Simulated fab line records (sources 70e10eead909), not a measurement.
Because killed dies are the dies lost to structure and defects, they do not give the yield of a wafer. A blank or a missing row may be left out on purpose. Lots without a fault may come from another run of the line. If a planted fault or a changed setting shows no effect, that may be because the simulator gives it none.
fab line records	flow nand_harc
[record] lots = 13	wafers = 38	last_day = 34
route steps=1302 shown A_STAIRCASE@678 END@1302
lots with no fault: from the same line, run without faults
start_h: hours from the record's first day to the start of the lot's first wafer shown	wait_h: hours elapsed since this lot's preceding step	" repeats the value in the row above	L1.1+2: a row that stands for several wafers	- either no value or no given start	* or withheld: withheld	< > ~ a bound
route shown NAME@n: names a module that has steps shown in the file, with the first one's number in the route	usual: the fault-free wafers' mean and standard deviation	same: alike in all rows	chamber/n: place in a boat	sites: per-site readings	_std_site: the values' standard deviation	_edge_site: mean of outer sites minus mean of inner sites	radius_mm: how far each site lies from the wafer's centre	mask NAME#n: copy n	behind: the most recent tool/chamber to have shaped the wafer	hold: cause of the lot's hold/its duration in hours/its outcome	device: names the non-switching transistor (n, p or np)	end of line: tests run on the same wafers once the route is complete	a step given without rows: its recipe and nothing more	killed: count of dies lost to structure and defects at first sort (not the wafer's yield)	map: per-die view of a wafer (x killed, . not killed, _ where there is no die)
set.NAME: setting as actually run; set.NAME@STEP: the setting as run at that earlier step	model.NAME: the simulator's own value behind a step, which no gauge read
route steps across a sampled set of lots; one table per step, one row per wafer
services: from which hour (start_h, from the record's first day; less than 0 if before it) a tool's chamber was out of use, for how many hours, and why
[[steps]]
[step NHARC_A_STAIRCASE_ETCH_21]
[recipe] target_depth_a = 1000	time_s = 40.5	ion_energy_ev = 400	c4f8_flow_sccm = 20	o2_flow_sccm = 10	ar_flow_sccm = withheld	rf_w = 600	bias_w = 1000	chemistry = C4F8/O2
[usual] oes_product_au = 0.956/0.016	rf_vpp_V = 896/6.5
[same] time_s = 40.5
lot.wafer	tool	chamber	start_h	wait_h	oes_product_au	rf_hours_counter_h	rf_vpp_V
L650.4	rie_diel-12	2	397.59	-	0.965	36	888
L650.3	"	3	"	"	0.945	39	900
L650.5	"	2	"	"	0.959	-	886
L654.2	rie_diel-12	3	418.02	-	0.972	47	901
L654.1	"	1	"	"	0.993	50	895
L654.5	"	3	"	"	0.970	-	900
L656.2	rie_diel-02	0	438.56	-	0.935	9	903
L656.3	"	2	"	"	0.929	11	894
L656.6	"	0	"	"	0.925	-	903
L657.1	rie_diel-02	0	456.68	-	0.958	19	905
L657.3	"	1	"	"	0.957	24	905
L657.6	"	1	"	"	0.961	-	905
L658.1	rie_diel-02	0	465.89	-	0.947	21	905
L658.3	"	2	"	"	0.975	23	893
L658.6	"	0	"	"	0.955	-	905
L659.5	rie_diel-12	0	474.73	-	0.928	-	889
L659.6	"	2	"	"	0.937	-	906
L659.4	"	3	"	"	0.922	-	898
L661.3	rie_diel-02	1	506.08	-	0.949	33	905
L661.2	"	2	"	"	0.937	36	894
L661.5	"	0	"	"	0.763	-	904
L662.2	rie_diel-02	2	508.34	-	0.990	37	894
L662.4	"	0	"	"	0.963	34	904
L662.5	"	2	"	"	0.781	-	893
L663.1	rie_diel-12	1	520.83	-	0.952	20	895
L663.4	"	0	"	"	0.960	21	888
L663.5	"	2	"	"	0.958	-	906
L664.1	rie_diel-02	1	521.09	-	0.768	39	905
L664.5	"	2	"	"	0.760	-	892
L669.1	rie_diel-12	2	563.90	-	0.973	36	906
L669.3	"	3	"	"	0.971	38	899
L669.6	"	1	"	"	0.966	-	893
L667.3	rie_diel-13	1	564.08	-	0.957	11	887
L667.2	"	2	"	"	0.933	12	889
L667.4	"	3	"	"	0.944	10	898
L670.4	rie_diel-02	3	583.50	-	0.945	0	892
L670.3	"	2	"	"	0.977	0	892
L670.5	"	0	"	"	0.963	-	903
[step NHARC_A_STAIRCASE_TRIM_22]
[recipe] time_s = 211.2	o2_flow_sccm = 500	ar_flow_sccm = 0	bias_w = 0	chemistry = O2
[usual] drypump_motor_current_A = 5.7/0.55	oes_product_au = 1.002/0.01	rf_vpp_V = 57.9/1	showerhead_plenum_p_Torr = 3.52/0.18	throttle_valve_pct = 17.036/0.0092
[same] time_s = 211.2
lot.wafer	tool	chamber	start_h	wait_h	drypump_motor_current_A	oes_product_au	rf_hours_counter_h	rf_vpp_V	showerhead_plenum_p_Torr	throttle_valve_pct
L650.4	rie_diel-12	2	-	-	5.1	1.000	36	56.1	3.27	17.029
L650.3	"	1	"	"	6.6	1.018	42	58.7	3.49	17.046
L650.5	"	3	"	"	5.7	0.990	-	59.8	3.63	17.030
L654.1	rie_diel-12	3	-	-	5.7	0.996	47	57.5	3.63	17.036
L654.2	"	1	"	"	6.5	1.007	50	57.9	3.49	17.045
L654.5	"	2	"	"	5.1	1.016	-	56.3	3.27	17.034
L656.3	rie_diel-02	2	-	-	6.6	0.993	11	59.6	3.46	17.053
L656.2	"	0	"	"	5.8	0.985	9	57.5	3.77	17.040
L656.6	"	0	"	"	5.8	0.976	-	57.8	3.77	17.040
L657.3	rie_diel-02	1	-	-	5.0	0.985	24	59.7	3.79	17.036
L657.1	"	0	"	"	5.8	0.986	19	57.8	3.77	17.024
L657.6	"	0	"	"	5.8	0.994	-	57.8	3.76	17.036
L658.3	rie_diel-02	1	-	-	5.0	0.990	26	60.1	3.79	17.023
L658.1	"	0	"	"	5.8	0.988	21	59.9	3.76	17.044
L658.6	"	2	"	"	6.6	0.997	-	56.9	3.46	17.041
L659.5	rie_diel-12	3	-	-	5.8	0.987	-	58.7	3.62	17.029
L659.4	"	0	"	"	4.9	0.995	-	56.3	3.31	17.036
L659.6	"	2	"	"	5.1	1.007	-	59.8	3.80	17.062
L661.3	rie_diel-02	1	-	-	5.0	0.996	33	58.9	3.79	17.025
L661.2	"	2	"	"	6.6	1.010	36	57.1	3.45	17.052
L661.5	"	0	"	"	5.8	0.996	-	58.8	3.76	17.033
L662.4	rie_diel-02	0	-	-	5.8	0.993	34	57.1	3.76	17.047
L662.2	"	1	"	"	5.0	1.008	34	60.0	3.79	17.022
L662.5	"	0	"	"	5.8	1.004	-	58.3	3.76	17.039
L663.4	rie_diel-12	2	-	-	5.1	1.014	24	59.2	3.79	17.034
L663.1	"	0	"	"	4.9	1.005	21	57.4	3.30	17.040
L663.5	"	2	"	"	5.1	1.020	-	56.7	3.79	17.043
L664.1	rie_diel-02	1	-	-	5.0	1.000	39	59.0	3.79	17.042
L664.5	"	0	"	"	5.8	0.995	-	58.6	3.75	17.039
L669.1	rie_diel-12	3	-	-	5.7	0.992	39	55.9	3.60	17.039
L669.3	"	0	"	"	4.9	1.015	38	56.9	3.29	17.027
L669.6	"	2	"	"	5.1	1.015	-	59.2	3.79	17.024
L667.4	rie_diel-13	1	-	-	6.3	1.021	12	57.3	3.28	17.039
L667.2	"	3	"	"	5.4	1.007	10	57.9	3.62	17.043
L667.3	"	0	"	"	6.3	1.011	9	59.4	3.48	17.036
L670.4	rie_diel-02	3	-	-	5.9	0.987	0	56.8	3.39	17.035
L670.3	"	2	"	"	6.6	0.986	0	58.7	3.44	17.025
L670.5	"	3	"	"	6.0	0.992	-	57.2	3.39	17.041
[step NHARC_A_STAIRCASE_ETCH_23]
[recipe] target_depth_a = 1000	time_s = 40.5	ion_energy_ev = 400	c4f8_flow_sccm = 20	o2_flow_sccm = 10	ar_flow_sccm = withheld	rf_w = 600	bias_w = 1000	chemistry = C4F8/O2
[usual] oes_product_au = 0.948/0.013	rf_vpp_V = 896/6.4
[same] time_s = 40.5
lot.wafer	tool	chamber	start_h	wait_h	oes_product_au	rf_hours_counter_h	rf_vpp_V
L650.3	rie_diel-12	0	-	-	0.954	42	888
L650.4	"	2	"	"	0.964	36	886
L650.5	"	0	"	"	0.946	-	887
L654.1	rie_diel-12	1	-	-	0.977	50	895
L654.2	"	3	"	"	0.955	47	900
L654.5	"	0	"	"	0.950	-	888
L656.2	rie_diel-02	0	-	-	0.913	10	905
L656.3	"	2	"	"	0.929	12	893
L656.6	"	1	"	"	0.928	-	906
L657.1	rie_diel-02	1	-	-	0.931	24	906
L657.3	"	2	"	"	0.943	21	892
L657.6	"	2	"	"	0.949	-	894
L658.3	rie_diel-02	0	-	-	0.948	21	905
L658.1	"	1	"	"	0.922	26	906
L658.6	"	0	"	"	0.954	-	904
L659.5	rie_diel-12	3	-	-	0.930	-	899
L659.6	"	0	"	"	0.934	-	888
L659.4	"	2	"	"	0.942	-	906
L661.2	rie_diel-02	2	-	-	0.945	36	894
L661.3	"	3	"	"	0.929	29	891
L661.5	"	1	"	"	0.943	-	905
L662.4	rie_diel-02	0	-	-	0.947	34	903
L662.2	"	2	"	"	0.949	37	893
L662.5	"	3	"	"	0.945	-	892
L663.4	rie_diel-12	3	-	-	0.925	24	898
L663.1	"	0	"	"	0.937	21	888
L663.5	"	0	"	"	0.946	-	887
L664.1	rie_diel-02	2	-	-	0.943	42	893
L664.5	"	0	"	"	0.936	-	904
L669.3	rie_diel-12	2	-	-	0.969	36	908
L669.1	"	3	"	"	0.954	39	899
L669.6	"	3	"	"	0.948	-	898
L667.3	rie_diel-13	1	-	-	0.966	12	888
L667.2	"	2	"	"	0.954	12	889
L667.4	"	0	"	"	0.961	9	894
L670.4	rie_diel-02	1	-	-	0.962	1	905
L670.3	"	3	"	"	0.945	1	891
L670.5	"	2	"	"	0.960	-	893
[step NHARC_A_STAIRCASE_STRIP_175]
[recipe] power_w = 1500	temp_c = 250	chemistry = O2
[usual] drypump_motor_current_A = 6.0/0.4	heater_power_w = 321/26
lot.wafer	tool	chamber	start_h	wait_h	drypump_motor_current_A	heater_power_w	rf_hours_counter_h
L650.3	plasma_asher-01	1	398.56	0.2	5.6	304	-
L650.4	"	0	"	"	6.5	351	-
L650.5	"	1	"	"	5.6	304	-
L654.1	plasma_asher-01	0	418.89	0.1	6.5	354	16
L654.2	"	1	"	"	5.7	304	16
L654.5	"	0	"	"	6.5	352	-
L656.2	plasma_asher-01	1	441.24	0.1	5.6	300	21
L656.3	"	0	"	"	6.5	350	-
L656.6	"	0	"	"	6.5	349	-
L657.1	plasma_asher-02	1	457.66	0.1	5.5	347	4
L657.3	"	1	"	"	5.5	340	-
L657.6	"	1	"	"	5.6	344	-
L658.1	plasma_asher-02	1	466.84	0.2	5.6	335	6
L658.3	"	1	"	"	5.6	346	-
L658.6	"	0	"	"	6.2	298	-
L659.4	plasma_asher-02	1	476.16	0.2	5.6	345	-
L659.6	"	1	"	"	5.6	340	-
L659.5	"	0	"	"	6.2	286	-
L661.2	plasma_asher-01	0	507.04	0.1	6.5	359	34
L661.3	"	0	"	"	6.5	363	-
L661.5	"	0	"	"	6.5	351	-
L662.2	plasma_asher-01	1	509.42	0.2	5.6	301	35
L662.4	"	1	"	"	5.6	306	-
L662.5	"	0	"	"	6.5	351	-
L663.1	plasma_asher-02	1	521.80	0.1	5.6	345	18
L663.4	"	0	"	"	6.2	291	-
L663.5	"	0	"	"	6.2	286	-
L664.1	plasma_asher-02	0	522.41	0.4	6.1	289	19
L664.5	"	0	"	"	6.2	290	-
L669.1	plasma_asher-02	0	564.76	0.1	6.2	293	27
L669.3	"	0	"	"	6.2	292	-
L669.6	"	1	"	"	5.6	339	-
L667.2	plasma_asher-01	1	565.00	0.1	5.7	286	8
L667.3	"	1	"	"	5.7	292	-
L667.4	"	0	"	"	6.5	333	-
L670.4	plasma_asher-01	0	584.46	0.2	6.5	318	-
L670.3	"	1	"	"	5.6	300	-
L670.5	"	1	"	"	5.6	290	-
[step NHARC_END_SORT_01]
[recipe] temp_c = 25
[usual] killed_at_array = 53/18	killed_at_other = 1.0/1.2	killed_at_periphery = 3.6/2.4	killed_dies = 58/18	killed_open = 3.4/1.8	killed_short = 2.3/1.5
[same] gross_dies = 677
lot.wafer	tool	chamber	start_h	wait_h	killed_at_array	killed_at_other	killed_at_periphery	killed_dies	killed_open	killed_short
L650.3	prober-01	0	613.54	3.1	35	0	4	39	6	1
L650.4	prober-01	0	614.33	3.4	29	1	4	34	4	1
L650.5	prober-01	0	615.13	3.7	32	0	4	36	8	1
L654.1	prober-02	0	633.87	2.5	41	1	4	46	3	2
L654.2	prober-02	0	634.68	2.8	48	0	5	53	5	2
L654.5	prober-02	0	637.10	3.7	39	0	5	44	2	3
L656.2	prober-02	0	652.41	2.8	48	1	7	56	4	3
L656.3	prober-02	0	653.20	3.1	39	0	12	51	4	1
L656.6	prober-02	0	655.57	4.0	40	0	6	46	3	0
L657.1	prober-01	0	653.92	2.5	84	2	3	89	2	1
L657.3	prober-01	0	655.54	3.1	80	3	3	86	5	6
L657.6	prober-01	0	657.96	4.0	89	1	3	93	2	2
L658.1	prober-02	0	675.98	2.5	68	0	1	69	3	1
L658.3	prober-02	0	677.57	3.1	61	0	2	63	4	2
L658.6	prober-02	0	679.96	4.0	68	0	3	71	6	2
L659.4	prober-01	0	684.11	3.4	37	0	0	37	3	3
L659.5	prober-01	0	684.91	3.7	44	0	1	45	1	4
L659.6	prober-01	0	685.71	4.0	40	0	1	41	2	2
L661.2	prober-01	0	717.69	2.8	71	1	11	83	4	2
L661.3	prober-01	0	718.48	3.1	84	2	7	93	5	2
L661.5	prober-01	0	720.07	3.7	672	0	5	677	2	2
L662.2	prober-02	0	717.73	2.8	73	0	13	86	2	2
L662.4	prober-02	0	719.33	3.4	52	0	10	62	3	4
L662.5	prober-02	0	720.13	3.7	667	1	9	677	3	8
L663.1	prober-01	0	732.92	2.5	41	2	1	44	3	0
L663.4	prober-01	0	735.38	3.5	36	2	4	42	4	2
L663.5	prober-01	0	736.20	3.8	40	1	3	44	5	4
L664.1	prober-02	0	732.99	2.5	675	0	2	677	5	1
L664.5	prober-02	0	736.19	3.7	675	1	1	677	2	0
L667.2	prober-02	0	765.80	2.8	41	0	1	42	3	0
L667.3	prober-02	0	766.59	3.1	54	1	1	56	5	1
L667.4	prober-02	0	767.38	3.4	51	2	2	55	7	1
L669.1	prober-01	0	771.47	2.5	57	0	3	60	2	3
L669.3	prober-01	0	773.09	3.1	42	0	4	46	3	5
L669.6	prober-01	0	775.53	4.1	33	0	3	36	4	0
L670.3	prober-01	0	804.48	3.1	47	0	3	50	1	1
L670.4	prober-01	0	805.27	3.4	64	0	0	64	3	1
L670.5	prober-01	0	806.07	3.7	57	0	5	62	7	1
// killed by level:class
L650.3 A_SLIT:chamber_film_flake=16 A_CONTACT:chamber_film_flake=5 A_CHANNEL_HOLE_D2:chamber_film_flake=4 A_STAIRCASE:chamber_film_flake=3 P_M0:geometric_particle:open=2 A_BLC:geometric_particle:open=2 P_CONTACT:geometric_particle:open=1 A_CHANNEL_FILL_D2:geometric_particle:short=1
L650.4 A_SLIT:chamber_film_flake=11 A_CHANNEL_HOLE_D2:chamber_film_flake=4 P_GATE:chamber_film_flake=2 A_STAIRCASE:chamber_film_flake=2 A_ZERO_WELL:chamber_film_flake=2 A_CHANNEL_FILL_D2:chamber_film_flake=2 A_WL_FILL:chamber_film_flake=2 P_CONTACT:geometric_particle:open=1
L650.5 A_SLIT:chamber_film_flake=13 A_CHANNEL_HOLE_D2:chamber_film_flake=5 A_CONTACT:chamber_film_flake=4 P_M0:geometric_particle:open=2 A_WL_FILL:geometric_particle:open=2 A_CHANNEL_HOLE_D1:chamber_film_flake=2 P_CONTACT:geometric_particle:open=1 A_ONON_D2:geometric_particle:open=1
L654.1 A_CHANNEL_HOLE_D2:chamber_film_flake=26 A_CHANNEL_HOLE_D1:chamber_film_flake=9 A_CONTACT:chamber_film_flake=2 P_M0:geometric_particle:open=1 A_SOURCE_PLATE:geometric_particle:short=1 A_CHANNEL_FILL_D2:geometric_particle:open=1 A_M0:geometric_particle:open=1 STARTING-WAFER:geometric_particle:short=1
L654.2 A_CHANNEL_HOLE_D2:chamber_film_flake=33 A_WL_FILL:chamber_film_flake=3 A_ONON_D2:geometric_particle:open=2 P_BONDPAD:chamber_film_flake=2 A_ZERO_WELL:chamber_film_flake=2 A_CHANNEL_HOLE_D1:chamber_film_flake=2 P_STI:geometric_particle:short=1 P_CONTACT:geometric_particle:short=1
L654.5 A_CHANNEL_HOLE_D2:chamber_film_flake=27 A_CONTACT:chamber_film_flake=7 P_BONDPAD:chamber_film_flake=2 P_CONTACT:geometric_particle:open=1 P_M1:geometric_particle:short=1 A_CHANNEL_HOLE_D1:geometric_particle:short=1 A_WL_FILL:geometric_particle:open=1 A_M0:geometric_particle:short=1
L656.2 A_SLIT:chamber_film_flake=25 A_CHANNEL_HOLE_D2:chamber_film_flake=14 P_CONTACT:chamber_film_flake=2 P_M2:chamber_film_flake=2 A_WL_FILL:chamber_film_flake=2 A_CONTACT:chamber_film_flake=2 P_M0:geometric_particle:open=1 P_M1:geometric_particle:open=1
L656.3 A_SLIT:chamber_film_flake=20 P_CONTACT:chamber_film_flake=8 A_CHANNEL_HOLE_D2:chamber_film_flake=8 A_CHANNEL_HOLE_D1:chamber_film_flake=5 P_ZERO_WELL:chamber_film_flake=2 A_CONTACT:chamber_film_flake=2 P_STI:geometric_particle:open=1 P_M0:geometric_particle:open=1
L657.1 A_CHANNEL_HOLE_D1:chamber_film_flake=30 A_SLIT:chamber_film_flake=22 A_CHANNEL_HOLE_D2:chamber_film_flake=8 A_STAIRCASE:chamber_film_flake=6 A_CHANNEL_FILL_D1:chamber_film_flake=5 A_CONTACT:chamber_film_flake=5 A_WL_FILL:chamber_film_flake=5 A_ZERO_WELL:chamber_film_flake=2
L657.3 A_CHANNEL_HOLE_D1:chamber_film_flake=22 A_SLIT:chamber_film_flake=19 A_CHANNEL_HOLE_D2:chamber_film_flake=11 A_ZERO_WELL:chamber_film_flake=6 A_STAIRCASE:chamber_film_flake=6 A_CONTACT:chamber_film_flake=3 P_STI:chamber_film_flake=2 THIN_TSV:chamber_film_flake=2
L656.6 A_SLIT:chamber_film_flake=21 A_CHANNEL_HOLE_D2:chamber_film_flake=8 P_CONTACT:chamber_film_flake=5 A_CHANNEL_HOLE_D1:chamber_film_flake=4 A_CHANNEL_FILL_D1:chamber_film_flake=2 P_CONTACT:geometric_particle:open=1 A_CHANNEL_HOLE_D1:geometric_particle:open=1 A_CONTACT:geometric_particle:open=1
L657.6 A_CHANNEL_HOLE_D1:chamber_film_flake=34 A_SLIT:chamber_film_flake=21 A_CHANNEL_HOLE_D2:chamber_film_flake=14 A_STAIRCASE:chamber_film_flake=4 A_CONTACT:chamber_film_flake=4 A_CHANNEL_FILL_D1:chamber_film_flake=3 P_STI:chamber_film_flake=2 A_M1:chamber_film_flake=2
L658.1 A_CHANNEL_HOLE_D1:chamber_film_flake=31 A_SLIT:chamber_film_flake=21 A_CONTACT:chamber_film_flake=9 A_CHANNEL_FILL_D1:geometric_particle:open=1 A_WL_FILL:geometric_particle:short=1 A_BLC:geometric_particle:open=1 A_M1:geometric_particle:open=1 P_ZERO_WELL:chamber_film_flake=1
L658.3 A_CHANNEL_HOLE_D1:chamber_film_flake=30 A_SLIT:chamber_film_flake=21 A_M0:geometric_particle:open=2 A_CONTACT:chamber_film_flake=2 P_M0:geometric_particle:open=1 A_ONON_D1:geometric_particle:open=1 A_ONON_D1:geometric_particle:short=1 A_SGD_CUT:geometric_particle:short=1
L658.6 A_CHANNEL_HOLE_D1:chamber_film_flake=34 A_SLIT:chamber_film_flake=22 A_ONON_D1:geometric_particle:open=2 A_STAIRCASE:chamber_film_flake=2 P_GATE:geometric_particle:short=1 A_DECK1_JOINT:geometric_particle:short=1 A_SGD_CUT:geometric_particle:open=1 A_WL_FILL:geometric_particle:open=1
L659.4 A_SLIT:chamber_film_flake=19 A_CHANNEL_HOLE_D1:chamber_film_flake=5 A_STAIRCASE:chamber_film_flake=3 A_CONTACT:chamber_film_flake=2 A_CHANNEL_FILL_D1:geometric_particle:open=1 A_CHANNEL_HOLE_D2:geometric_particle:short=1 A_SGD_CUT:geometric_particle:short=1 A_BLC:geometric_particle:open=1
L659.5 A_SLIT:chamber_film_flake=26 A_CHANNEL_HOLE_D1:chamber_film_flake=8 A_CONTACT:chamber_film_flake=5 A_ONON_D1:geometric_particle:short=2 P_M0:geometric_particle:short=1 A_SOURCE_PLATE:geometric_particle:short=1 A_M0:geometric_particle:open=1 A_STAIRCASE:chamber_film_flake=1
L659.6 A_SLIT:chamber_film_flake=23 A_CHANNEL_HOLE_D1:chamber_film_flake=8 A_WL_FILL:geometric_particle:open=2 A_CONTACT:chamber_film_flake=2 P_GATE:geometric_particle:short=1 A_DECK1_JOINT:geometric_particle:short=1 A_ZERO_WELL:chamber_film_flake=1 A_STAIRCASE:chamber_film_flake=1
L661.2 A_CHANNEL_HOLE_D1:chamber_film_flake=31 A_SLIT:chamber_film_flake=17 A_CHANNEL_HOLE_D2:chamber_film_flake=9 A_CONTACT:chamber_film_flake=4 A_BONDPAD:chamber_film_flake=4 P_M0:geometric_particle:open=3 P_CONTACT:chamber_film_flake=3 P_GATE:chamber_film_flake=2
L662.2 A_CHANNEL_HOLE_D1:chamber_film_flake=35 A_CHANNEL_HOLE_D2:chamber_film_flake=14 P_CONTACT:chamber_film_flake=12 A_SLIT:chamber_film_flake=8 A_BONDPAD:chamber_film_flake=6 A_DECK1_JOINT:chamber_film_flake=3 A_CHANNEL_FILL_D1:geometric_particle:short=1 A_SLIT:geometric_particle:short=1
L661.3 A_SLIT:chamber_film_flake=29 A_CHANNEL_HOLE_D1:chamber_film_flake=22 A_CHANNEL_HOLE_D2:chamber_film_flake=14 A_BONDPAD:chamber_film_flake=5 P_CONTACT:geometric_particle:open=2 P_GATE:chamber_film_flake=2 P_CONTACT:chamber_film_flake=2 A_CHANNEL_FILL_D2:chamber_film_flake=2
L662.4 A_CHANNEL_HOLE_D1:chamber_film_flake=20 A_CHANNEL_HOLE_D2:chamber_film_flake=14 P_CONTACT:chamber_film_flake=5 A_SLIT:chamber_film_flake=4 P_GATE:chamber_film_flake=3 A_CONTACT:chamber_film_flake=3 A_M0:chamber_film_flake=3 A_BONDPAD:chamber_film_flake=2
L661.5 A_STAIRCASE:area_etch=598 A_CHANNEL_HOLE_D1:chamber_film_flake=34 A_SLIT:chamber_film_flake=20 A_CHANNEL_HOLE_D2:chamber_film_flake=8 A_CONTACT:chamber_film_flake=5 A_BONDPAD:chamber_film_flake=4 P_GATE:chamber_film_flake=2 P_CONTACT:geometric_particle:open=1
L662.5 A_STAIRCASE:area_etch=592 A_CHANNEL_HOLE_D1:chamber_film_flake=31 A_CHANNEL_HOLE_D2:chamber_film_flake=21 A_SLIT:chamber_film_flake=8 A_WL_FILL:geometric_particle:short=4 A_BONDPAD:chamber_film_flake=4 P_GATE:chamber_film_flake=3 P_CONTACT:chamber_film_flake=3
L663.1 A_SLIT:chamber_film_flake=24 A_CHANNEL_HOLE_D1:chamber_film_flake=5 A_CHANNEL_FILL_D2:chamber_film_flake=4 A_STAIRCASE:chamber_film_flake=3 THIN_TSV:chamber_film_flake=2 A_CHANNEL_FILL_D1:geometric_particle:open=1 A_ONON_D2:geometric_particle:open=1 A_CHANNEL_FILL_D2:geometric_particle:open=1
L664.1 A_STAIRCASE:area_etch=640 A_CHANNEL_HOLE_D2:chamber_film_flake=16 A_CHANNEL_HOLE_D1:chamber_film_flake=5 A_SLIT:chamber_film_flake=5 A_ONON_D2:geometric_particle:open=2 A_DECK1_JOINT:chamber_film_flake=2 A_STAIRCASE:chamber_film_flake=2 P_CONTACT:geometric_particle:open=1
L663.4 A_SLIT:chamber_film_flake=15 A_CHANNEL_HOLE_D1:chamber_film_flake=5 A_CONTACT:chamber_film_flake=5 A_STAIRCASE:chamber_film_flake=4 A_DECK1_JOINT:chamber_film_flake=3 P_M0:geometric_particle:open=2 THIN_TSV:chamber_film_flake=2 P_STI:geometric_particle:open=1
L664.5 A_STAIRCASE:area_etch=648 A_CHANNEL_HOLE_D2:chamber_film_flake=9 A_CHANNEL_HOLE_D1:chamber_film_flake=5 A_DECK1_JOINT:chamber_film_flake=3 A_STAIRCASE:chamber_film_flake=3 A_SLIT:chamber_film_flake=3 A_CONTACT:chamber_film_flake=2 P_M1:geometric_particle:open=1
L663.5 A_SLIT:chamber_film_flake=19 A_CHANNEL_HOLE_D1:chamber_film_flake=6 A_CHANNEL_FILL_D2:geometric_particle:short=2 A_CHANNEL_FILL_D1:chamber_film_flake=2 A_CHANNEL_FILL_D2:chamber_film_flake=2 A_CONTACT:chamber_film_flake=2 P_M0:geometric_particle:open=1 A_CHANNEL_FILL_D1:geometric_particle:open=1
L667.2 A_CHANNEL_HOLE_D2:chamber_film_flake=16 A_CHANNEL_HOLE_D1:chamber_film_flake=11 A_SLIT:chamber_film_flake=5 A_DECK1_JOINT:geometric_particle:open=3 A_CONTACT:chamber_film_flake=3 A_BLC:chamber_film_flake=3 P_GATE:chamber_film_flake=1
L667.3 A_CHANNEL_HOLE_D2:chamber_film_flake=16 A_CHANNEL_HOLE_D1:chamber_film_flake=14 A_SLIT:chamber_film_flake=14 A_BLC:chamber_film_flake=5 P_GATE:geometric_particle:open=1 A_ONON_D1:geometric_particle:short=1 A_ONON_D1:geometric_particle:open=1 A_CHANNEL_FILL_D1:geometric_particle:open=1
L667.4 A_CHANNEL_HOLE_D1:chamber_film_flake=13 A_CHANNEL_HOLE_D2:chamber_film_flake=12 A_CONTACT:chamber_film_flake=6 A_SLIT:chamber_film_flake=5 A_ZERO_WELL:chamber_film_flake=4 A_STAIRCASE:chamber_film_flake=3 A_CHANNEL_FILL_D2:geometric_particle:open=2 THIN_TSV:chamber_film_flake=2
L669.1 A_SLIT:chamber_film_flake=21 A_CHANNEL_HOLE_D2:chamber_film_flake=18 A_CONTACT:chamber_film_flake=12 A_CHANNEL_HOLE_D1:chamber_film_flake=2 P_CONTACT:geometric_particle:short=1 P_M0:geometric_particle:open=1 P_M1:geometric_particle:open=1 A_CHANNEL_FILL_D2:geometric_particle:short=1
L669.3 A_SLIT:chamber_film_flake=14 A_CHANNEL_HOLE_D2:chamber_film_flake=12 A_CONTACT:chamber_film_flake=6 A_WL_FILL:geometric_particle:short=2 P_GATE:geometric_particle:open=1 P_CONTACT:geometric_particle:short=1 A_DECK1_JOINT:geometric_particle:short=1 A_ONON_D2:geometric_particle:open=1
L669.6 A_SLIT:chamber_film_flake=17 A_CHANNEL_HOLE_D2:chamber_film_flake=7 A_CONTACT:chamber_film_flake=3 P_CONTACT:geometric_particle:open=1 A_ONON_D1:geometric_particle:open=1 A_ONON_D2:geometric_particle:open=1 A_CHANNEL_FILL_D2:geometric_particle:open=1 P_GATE:chamber_film_flake=1
L670.3 A_SLIT:chamber_film_flake=17 A_CHANNEL_HOLE_D1:chamber_film_flake=12 A_CHANNEL_HOLE_D2:chamber_film_flake=11 A_STAIRCASE:chamber_film_flake=3 P_STI:chamber_film_flake=2 A_ONON_D2:geometric_particle:short=1 A_CONTACT:geometric_particle:open=1 P_ZERO_WELL:chamber_film_flake=1
L670.4 A_SLIT:chamber_film_flake=18 A_CHANNEL_HOLE_D1:chamber_film_flake=15 A_CHANNEL_HOLE_D2:chamber_film_flake=12 A_CONTACT:chamber_film_flake=5 A_BONDPAD:chamber_film_flake=4 A_STAIRCASE:chamber_film_flake=4 A_ONON_D1:geometric_particle:short=1 A_DECK1_JOINT:geometric_particle:open=1
L670.5 A_CHANNEL_HOLE_D1:chamber_film_flake=14 A_SLIT:chamber_film_flake=14 A_CHANNEL_HOLE_D2:chamber_film_flake=9 A_CONTACT:chamber_film_flake=8 A_BONDPAD:chamber_film_flake=3 P_M0:geometric_particle:open=2 P_CONTACT:geometric_particle:open=1 A_CHANNEL_FILL_D1:geometric_particle:open=1
[[services]]
tool	chamber	start_h	hours	kind
rie_diel-02	0	376.24	-	clean
rie_diel-02	1	376.24	-	clean
rie_diel-02	2	376.24	-	clean
rie_diel-02	3	376.24	-	clean
rie_diel-02	0	377.40	2.1	repair
plasma_asher-02	-	378.47	9.3	repair
rie_diel-12	2	378.86	2.6	repair
rie_diel-02	-	394.46	9.0	pm
rie_diel-02	0	394.46	9.0	vent_cycle
rie_diel-02	1	394.46	9.0	vent_cycle
rie_diel-02	2	394.46	9.0	vent_cycle
rie_diel-02	3	394.46	9.0	vent_cycle
rie_diel-13	-	423.11	5.7	repair
rie_diel-02	0	424.08	12.3	repair
plasma_asher-02	-	426.22	9.0	pm
rie_diel-02	3	434.93	28.6	repair
rie_diel-12	-	445.82	9.0	pm
rie_diel-12	1	469.74	9.5	repair
rie_diel-13	0	475.54	6.6	repair
rie_diel-13	3	499.83	6.7	repair
plasma_asher-01	-	519.30	9.0	pm
rie_diel-13	-	521.79	9.0	pm
rie_diel-02	2	547.77	7.8	repair
plasma_asher-02	-	567.53	2.5	repair
[[key]]
[first_sign] step = NHARC_A_STAIRCASE_ETCH_21	reading = oes_product_au	direction = down	sigmas = 12	usual = 0.956	struck = 0.768
[effect] step = NHARC_END_SORT_01	reading = killed_at_array	direction = up	sigmas = 35	usual = 53	struck = 672
[more_kills_born_at] NHARC_A_STAIRCASE_ETCH_21@rie_diel-02 = 2478
met_at NHARC_A_STAIRCASE_ETCH_21
struck_lots L661,L662,L664
struck_wafers L661.5,L662.5,L664.1,L664.5
later_rows_left_out L661.5,L662.5,L664.1,L664.5
tester_left_out L661,L662,L664
not_acting_at NHARC_A_STAIRCASE_TRIM_22,NHARC_A_STAIRCASE_ETCH_23,NHARC_A_STAIRCASE_STRIP_175
onset_between 465.89 506.08
[fault] kind = process_parameter_drift	tool = rie_diel-02	chamber = -	onset_h = 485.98	steps = NHARC_A_STAIRCASE_ETCH_21	channel = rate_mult	offset = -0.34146	shape = step	end_h = 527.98	scope = struck_wafers_only
// tester_left_out: of these lots the tester's yield and bins aren't shown, on N5 and GAA mostly nor the transistor test; their killed dies are dies lost to structure and defects alone, not to doping, threshold or leakage, so they don't give the yield
// later_rows_left_out: the simulator's readings of these wafers behind a module that went badly wrong aren't trusted and aren't shown, but for the sort
